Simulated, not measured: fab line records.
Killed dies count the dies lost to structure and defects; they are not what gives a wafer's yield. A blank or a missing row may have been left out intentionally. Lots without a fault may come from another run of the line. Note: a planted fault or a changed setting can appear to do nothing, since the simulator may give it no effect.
Which tool did it?	flow nand harc	72 wafers from 24 lots sampled at 5 of the route's 1159 steps

## WHAT THE GAUGES READ, wafer by wafer
NHARC_A_M1_THK_MEAS_24: measures by xrf. Usual: 154.4 nm for thk nm, sd 1.7.
lot	measured	on	thk nm (nm)	flag
L074	day 18 11:40	film metro-02	153.2 151.8 152.6	
L075	day 18 11:44	film metro-02	153.6 155.1 154.0	
L077	day 18 12:04	film metro-02	154.1 153.8 155.8	
L078	day 18 12:15	film metro-02	156.4 154.0 154.9	
L076	day 18 13:43	film metro-01	154.7 156.9 153.5	
L080	day 19 02:17	film metro-02	153.7 155.2 157.8	
L079	day 19 03:13	film metro-01	152.2 154.6 156.5	
L083	day 19 12:08	film metro-02	155.6 153.7 153.3	
L082	day 19 22:17	film metro-01	158.0 155.1 159.0	
L085	day 20 04:47	film metro-02	155.6 154.4 154.9	
L081	day 20 09:56	film metro-01	154.3 155.0 154.7	
L084	day 20 13:13	film metro-01	153.3 153.3 150.3	
L087	day 20 13:58	film metro-01	157.8 156.3 154.3	
L086	day 20 14:53	film metro-02	153.5 156.0 157.3	
L089	day 21 04:11	film metro-02	156.5 153.7 156.5	
L088	day 21 10:57	film metro-02	155.7 156.6 153.1	
L090	day 21 17:05	film metro-02	153.3 154.7 155.6	
L091	day 22 01:19	film metro-01	153.0 155.3 154.2	
L093	day 22 04:35	film metro-01	153.0 155.8 152.6	
L092	day 22 06:35	film metro-02	154.7 153.1 152.6	
L095	day 22 09:34	film metro-01	154.0 155.7 153.9	
L094	day 22 13:33	film metro-01	152.0 155.3 155.1	
L097	day 23 00:02	film metro-02	155.8 152.2 154.3	
L096	day 23 08:40	film metro-01	155.1 155.0 153.8	

NHARC_A_M1_INSPECT_27. Usual: 472 for raw defect count, sd 150.
lot	measured	on	raw defect count	flag
L074	day 18 11:58	defect inspect-02	289 319 274	
L075	day 18 12:01	defect inspect-01	470 701 434	
L077	day 18 12:16	defect inspect-01	395 439 635	
L078	day 18 12:26	defect inspect-02	470 331 338	
L076	day 18 13:59	defect inspect-02	639 246 474	
L080	day 19 02:28	defect inspect-02	496 378 358	
L079	day 19 03:23	defect inspect-01	442 597 497	
L083	day 19 12:17	defect inspect-01	295 540 585	
L082	day 19 22:26	defect inspect-01	429 321 616	
L085	day 20 04:56	defect inspect-01	641 394 418	
L081	day 20 10:05	defect inspect-01	378 457 562	
L084	day 20 13:23	defect inspect-01	602 544 479	
L087	day 20 14:07	defect inspect-01	485 630 473	
L086	day 20 15:03	defect inspect-01	451 417 577	
L089	day 21 04:20	defect inspect-02	679 607 441	
L088	day 21 11:07	defect inspect-01	331 376 496	
L090	day 21 17:15	defect inspect-01	677 601 573	
L091	day 22 01:29	defect inspect-02	440 669 333	
L093	day 22 04:44	defect inspect-01	303 766 559	
L092	day 22 06:44	defect inspect-01	532 452 331	
L095	day 22 09:44	defect inspect-02	403 360 438	
L094	day 22 13:43	defect inspect-01	422 507 401	
L097	day 23 00:11	defect inspect-02	548 376 467	
L096	day 23 08:50	defect inspect-01	343 386 349	

## TOOL THAT RAN EACH LOT (tool first, then ch and the chambers of the sampled wafers, then the start)
lot	NHARC_A_M1_ETCH_15	NHARC_A_M1_PRE_CLEAN_30	NHARC_A_M1_CMP_23
L074	rie diel-04 ch 0,1, day 18 11:22 or earlier	pvd sputter-03, day 18 11:22 or earlier	cmp-03 ch 2,3, day 18 11:22
L075	rie diel-10 ch 1,2, day 18 11:28 or earlier	pvd sputter-02, day 18 11:28 or earlier	cmp-04 ch 0,2,3, day 18 11:28
L077	rie diel-04 ch 0,2,3, day 18 11:45 or earlier	pvd sputter-03, day 18 11:45 or earlier	cmp-04 ch 0,2, day 18 11:45
L078	rie diel-04 ch 0,3, day 18 11:55 or earlier	pvd sputter-03, day 18 11:55 or earlier	cmp-03 ch 0,3, day 18 11:55
L076	rie diel-10 ch 1,2,3, day 18 13:27 or earlier	pvd sputter-01, day 18 13:27 or earlier	cmp-02 ch 0,2,3, day 18 13:27
L080	rie diel-10 ch 1,2, day 19 01:58 or earlier	pvd sputter-02, day 19 01:58 or earlier	cmp-04 ch 1,2, day 19 01:58
L079	rie diel-11 ch 0,1,3, day 19 02:56 or earlier	pvd sputter-03, day 19 02:56 or earlier	cmp-02 ch 0,3, day 19 02:56
L083	rie diel-04 ch 0,2,3, day 19 11:52 or earlier	pvd sputter-02, day 19 11:52 or earlier	cmp-04 ch 0,1,2, day 19 11:52
L082	rie diel-11 ch 1,3, day 19 22:00 or earlier	pvd sputter-02, day 19 22:00 or earlier	cmp-02 ch 2,3, day 19 22:00
L085	rie diel-10 ch 0,1,2, day 20 04:34 or earlier	pvd sputter-02, day 20 04:34 or earlier	cmp-03 ch 0,1,2, day 20 04:34
L081	rie diel-10 ch 2,3, day 20 09:38 or earlier	pvd sputter-02, day 20 09:38 or earlier	cmp-03 ch 1,2, day 20 09:38
L084	rie diel-10 ch 0,1,3, day 20 12:56 or earlier	pvd sputter-01, day 20 12:56 or earlier	cmp-03 ch 1,2, day 20 12:56
L087	rie diel-10 ch 0,1,2, day 20 13:38 or earlier	pvd sputter-01, day 20 13:38 or earlier	cmp-02 ch 0,1,2, day 20 13:38
L086	rie diel-10 ch 0,2,3, day 20 14:34 or earlier	pvd sputter-02, day 20 14:34 or earlier	cmp-02 ch 0,1,3, day 20 14:34
L089	rie diel-04 ch 1,2, day 21 03:55 or earlier	pvd sputter-01, day 21 03:55 or earlier	cmp-04 ch 0,2,3, day 21 03:55
L088	rie diel-10 ch 0,2, day 21 10:40 or earlier	pvd sputter-01, day 21 10:40 or earlier	cmp-02 ch 0,1,3, day 21 10:40
L090	rie diel-11 ch 0,2,3, day 21 16:48 or earlier	pvd sputter-03, day 21 16:48 or earlier	cmp-03 ch 0,1,3, day 21 16:48
L091	rie diel-04 ch 0,2,3, day 22 00:59 or earlier	pvd sputter-03, day 22 00:59 or earlier	cmp-03 ch 0,2,3, day 22 00:59
L093	rie diel-11 ch 1,2,3, day 22 04:16 or earlier	pvd sputter-02, day 22 04:16 or earlier	cmp-03 ch 0,2,3, day 22 04:16
L092	rie diel-10 ch 1,2, day 22 06:16 or earlier	pvd sputter-01, day 22 06:16 or earlier	cmp-02 ch 1,3, day 22 06:16
L095	rie diel-04 ch 0,1, day 22 09:16 or earlier	pvd sputter-01, day 22 09:16 or earlier	cmp-03 ch 0,1, day 22 09:16
L094	rie diel-10 ch 0,3, day 22 13:16 or earlier	pvd sputter-03, day 22 13:16 or earlier	cmp-02 ch 1,2,3, day 22 13:16
L097	rie diel-04 ch 0,2,3, day 22 23:43 or earlier	pvd sputter-02, day 22 23:43 or earlier	cmp-02 ch 2,3, day 22 23:43
L096	rie diel-11 ch 0,2, day 23 08:22 or earlier	pvd sputter-01, day 23 08:22 or earlier	cmp-04 ch 0,1,3, day 23 08:22
- NHARC_A_M1_ETCH_15: etches the open film in C4F8/Ar, target depth 182.5 nm, time 91.2 s.
- NHARC_A_M1_PRE_CLEAN_30: time 30 s.
- NHARC_A_M1_CMP_23: polishes, t overpolish 20 s, target thk 154.34 nm.

## WHAT THE TOOLS THEMSELVES READ (means of the sampled wafers that have a number; where no wafer has one, the mark that the record gives instead)
NHARC_A_M1_ETCH_15. Usual: oes product au 0.954 a.u., standard deviation 0.024; rf fwd power W 596.1 W, standard deviation 1.9; rf vpp V 441.7 V, standard deviation 2.5.
lot	tool	oes product au (a.u.)	rf fwd power W (W)	rf vpp V (V)	flag
L074	rie diel-04	0.927	594.8	444.7	
L075	rie diel-10	0.968	595.4	443.0	
L077	rie diel-04	0.981	595.0	443.1	
L078	rie diel-04	0.923	596.2	443.6	
L076	rie diel-10	0.961	596.0	441.0	
L080	rie diel-10	0.963	597.2	442.7	
L079	rie diel-11	0.957	596.4	439.5	
L083	rie diel-04	0.924	595.4	443.3	
L082	rie diel-11	0.942	597.7	439.7	
L085	rie diel-10	0.927	595.7	442.4	
L081	rie diel-10	0.952	596.6	439.0	
L084	rie diel-10	0.990	595.5	441.1	
L087	rie diel-10	0.923	595.3	441.2	
L086	rie diel-10	0.964	595.6	439.6	
L089	rie diel-04	0.967	595.4	443.1	
L088	rie diel-10	0.957	595.1	439.4	
L090	rie diel-11	0.970	595.0	442.3	
L091	rie diel-04	0.950	594.0	443.5	
L093	rie diel-11	0.951	596.3	440.7	
L092	rie diel-10	0.977	596.8	440.6	
L095	rie diel-04	0.977	597.8	443.7	
L094	rie diel-10	0.973	594.8	438.9	
L097	rie diel-04	0.925	597.3	443.7	
L096	rie diel-11	0.925	597.9	441.5	

NHARC_A_M1_PRE_CLEAN_30. Usual: 430 W for heater power w, sd 46.
lot	tool	heater power w (W)	flag
L074	pvd sputter-03	391	
L075	pvd sputter-02	422	
L077	pvd sputter-03	420	
L078	pvd sputter-03	386	
L076	pvd sputter-01	419	
L080	pvd sputter-02	486	
L079	pvd sputter-03	397	
L083	pvd sputter-02	413	
L082	pvd sputter-02	451	
L085	pvd sputter-02	389	
L081	pvd sputter-02	457	
L084	pvd sputter-01	436	
L087	pvd sputter-01	435	
L086	pvd sputter-02	484	
L089	pvd sputter-01	441	
L088	pvd sputter-01	439	
L090	pvd sputter-03	392	
L091	pvd sputter-03	395	
L093	pvd sputter-02	444	
L092	pvd sputter-01	410	
L095	pvd sputter-01	438	
L094	pvd sputter-03	415	
L097	pvd sputter-02	426	
L096	pvd sputter-01	440	

NHARC_A_M1_CMP_23. Usual: motor current A 11.7 A, standard deviation 1.2; time to endpoint s 29.0 s, standard deviation 3.
lot	tool	motor current A (A)	time to endpoint s (s)	flag
L074	cmp-03	10.7	26.1	
L075	cmp-04	11.4	28.7	
L077	cmp-04	11.1	31.4	
L078	cmp-03	12.4	28.6	
L076	cmp-02	10.8	29.1	
L080	cmp-04	11.5	29.8	
L079	cmp-02	10.8	30.7	
L083	cmp-04	11.5	29.7	
L082	cmp-02	11.3	29.9	
L085	cmp-03	12.4	27.9	
L081	cmp-03	11.9	27.7	
L084	cmp-03	12.1	27.1	
L087	cmp-02	12.0	34.1	
L086	cmp-02	11.2	31.2	
L089	cmp-04	11.7	29.2	
L088	cmp-02	11.2	30.2	
L090	cmp-03	12.2	29.5	
L091	cmp-03	12.1	26.1	
L093	cmp-03	12.2	25.6	
L092	cmp-02	10.7	30.9	
L095	cmp-03	13.2	27.4	
L094	cmp-02	11.5	27.6	
L097	cmp-02	10.5	27.2	
L096	cmp-04	11.5	29.0	

## THE ANSWER, worked out from the rows above alone
Rule: lot off if the mean of its wafers having a number is beyond 3 standard deviations from the usual mean. Also off: a lot with no number at a reading for which 4 or more lots have one. Where the step has rows for the other lots, those lots are counted as sound. First the gauges in route order, then the tools' own readings, where a lot's mean is used as printed above. The first step at which some lot is off is used, and at that step the reading that is off furthest; a lot without a number counts as furthest.
No lot is off at any reading shown: from this, nothing can be told.

## WHAT THE SIMULATOR PUT IN
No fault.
